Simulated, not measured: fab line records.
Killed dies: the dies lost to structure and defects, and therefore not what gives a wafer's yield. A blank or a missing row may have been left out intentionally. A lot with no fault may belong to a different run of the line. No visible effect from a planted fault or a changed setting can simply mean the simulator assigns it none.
Matching of chambers ; flow n5 finfet ; N5_SDB_ETCH_25 on rie diel-04: 4 sister chambers
The step etches SiO2 in C4F6/O2, target depth 10 nm, time 3.3 s. 4 wafers are shown with their chamber, then 9 later ones without.

## WAFERS, EACH WITH ITS CHAMBER
wafer;chamber;showerhead plenum p Torr (Torr)
L078.3;1;2.80
L091.4;3;3.00
L091.5;0;2.81
L091.6;2;2.77

## WAFERS MISSING THEIR CHAMBER
wafer;showerhead plenum p Torr (Torr)
L094.2;3.00
L094.3;2.81
L094.4;2.79
L095.1;2.79
L095.3;2.76
L095.4;3.00
L096.2;2.79
L096.3;2.76
L096.6;2.76

## WHICH CHAMBER EACH ONE RAN IN
wafer;from the rows above;in truth
L094.2;3;3
L094.3;can't be placed: 0 or 1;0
L094.4;can't be placed: 1 or 0 or 2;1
L095.1;can't be placed: 1 or 0 or 2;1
L095.3;2;2
L095.4;3;3
L096.2;can't be placed: 1 or 0 or 2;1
L096.3;2;2
L096.6;2;2
Placed correctly: 5 of 9. Cannot be placed on the basis of these rows: 4; the candidates contain the true chamber in 4. Number placed wrongly: 0.
How it was worked out, from the rows above alone: a wafer's distance from a chamber is the root of the sum, over the readings, of the square of ((its reading less the chamber's mean) divided by the reading's scatter). If the next closest chamber is less than 2 further off than the closest, the wafer can't be placed; otherwise it belongs to the closest. Each chamber's mean is taken over the wafers shown for it. The scatter (one wafer shown for each chamber): square how far every hidden wafer sits from the nearest shown wafer, average those squares and take the square root.
